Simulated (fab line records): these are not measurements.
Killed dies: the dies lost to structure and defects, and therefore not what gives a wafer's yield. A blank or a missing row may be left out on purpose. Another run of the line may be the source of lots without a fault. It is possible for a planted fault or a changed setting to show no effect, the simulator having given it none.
Lot-split experiment    flow n5_finfet    route with 1938 steps; 7 lots, 21 wafers read

## SPLIT DETAILS
At N5_FIN_SAQP_COAT_10 (resist thk 90 nm), the setting spin_rpm was moved away from the recipe's 1500 rpm on 5 of the 21 wafers read, by -4.1% to +8.5%. The other wafers ran this setting at the recipe's value.

## FROM THE SPLIT TO THE READING: what the file shows between them, 4 steps
- N5_FIN_SAQP_PEB_14: peb time 60 s (also split here: peb_time_s)
- N5_FIN_SAQP_DEVELOP_15: develop time 30 s
- N5_FIN_SAQP_CD_MEAS_16: target cd 35.6 nm
- N5_FIN_SAQP_DESCUM_21: chemistry O2, time 7.9 s

## THE READING
CAR-ArF_of_FIN_SAQP_COAT_10.thk_nm (the simulator's own value, which no gauge read), in nm, at N5_FIN_SAQP_ETCH_51 (etches SiARC in CF4, target depth 45.5 nm, time 75.8 s). The file does not state a usual value for it. Average 50.94 nm, standard deviation 0.16 nm, over the 16 wafers here run with the recipe.

wafer   tool, chamber at the split  spin_rpm as run, rpm  against the recipe  CAR-ArF_of_FIN_SAQP_COAT_10.thk_nm, nm  against lot-mates on the recipe
L078.2  litho_track-03, 0           1500                  recipe              51.03                                   -
L078.5  litho_track-03, 0           1500                  recipe              50.93                                   -
L078.6  litho_track-03, 0           1500                  recipe              50.83                                   -
L081.1  litho_track-05, 0           1500                  recipe              50.59                                   -
L081.4  litho_track-05, 0           1500                  recipe              50.99                                   -
L081.5  litho_track-05, 0           1500                  recipe              50.98                                   -
L083.1  litho_track-03, 0           1500                  recipe              51.23                                   -
L083.2  litho_track-03, 0           1438                  -4.1%               53.43                                   +2.20
L083.3  litho_track-03, 0           1438                  -4.1%               53.27                                   +2.04
L088.4  litho_track-05, 0           1500                  recipe              50.77                                   -
L088.5  litho_track-05, 0           1500                  recipe              51.17                                   -
L088.6  litho_track-05, 0           1628                  +8.5%               47.16                                   -3.81
L089.2  litho_track-05, 0           1500                  recipe              50.96                                   -
L089.3  litho_track-05, 0           1500                  recipe              50.7                                    -
L089.5  litho_track-05, 0           1500                  recipe              50.88                                   -
L090.1  litho_track-03, 0           1500                  recipe              51.09                                   -
L090.2  litho_track-03, 0           1500                  recipe              50.92                                   -
L090.4  litho_track-03, 0           1500                  recipe              50.98                                   -
L093.1  litho_track-04, 0           1554                  +3.6%               49.47                                   -1.56
L093.2  litho_track-04, 0           1500                  recipe              51.03                                   -
L093.6  litho_track-04, 0           1554                  +3.6%               49.37                                   -1.66

THE FIT
A straight line over all 21 wafers: CAR-ArF_of_FIN_SAQP_COAT_10.thk_nm changes by -0.479 nm for each +1% of spin_rpm; r = -0.99; the points scatter about the line by 0.21 nm.
The same after taking each lot's own level away (the mean of its wafers on the recipe; 21 wafers): -0.466 nm for each +1%; r = -0.99; scatter 0.14 nm.
The reading moves by 4 nm for the largest change in spin_rpm, on that fit.
The lots' own levels span 50.847 to 51.230 nm, that is 2.4 times the standard deviation above.
The two slopes are in agreement: the lot-to-lot level therefore moves the slope only a little.
Check: -4.11 nm against its lot-mates is what the line predicts for one of the wafers moved furthest among these (+8.5%) when that wafer is left out of the fit. Against them it came out at -3.81 nm.

## FURTHER SPLITS ON THESE WAFERS
Note: prior to the reading, these wafers also went through further splits. Each is held against what the fit with the lots' levels taken away leaves over:
other split on the same wafers             wafers away from the commonest value  r with CAR-ArF_of_FIN_SAQP_COAT_10.thk_nm (lot level and that fit taken away)
N5_ZERO_LAYER_PECVD_02 time_s              8                                     -0.21
N5_PMOS_HMC_CHANNEL_EPI_PEB_07 peb_temp_c  12                                    +0.00
N5_PMOS_HMC_CHANNEL_EPI_DESCUM_14 time_s   8                                     -0.05
N5_FIN_SAQP_PEB_14 peb_time_s              9                                     +0.09

## THE WHOLE CHAIN: every reading that the file lists as answering this split, in the file's order
step                 what it does                                            reading                                                                              change (the file's fit)                r (the file's)
N5_FIN_SAQP_COAT_10  resist thk 90 nm                                        CAR-ArF_of_FIN_SAQP_COAT_10.thk_nm (the simulator's own value, which no gauge read)  -0.452 nm for each +1% of the setting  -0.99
N5_FIN_SAQP_ETCH_51  etches SiARC in CF4, target depth 45.5 nm, time 75.8 s  CAR-ArF_of_FIN_SAQP_COAT_10.thk_nm (the simulator's own value, which no gauge read)  -0.457 nm for each +1% of the setting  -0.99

## THE FILE'S OWN FIT
CAR-ArF_of_FIN_SAQP_COAT_10.thk_nm changes by -0.457 nm for each +1% of spin_rpm, r = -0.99.
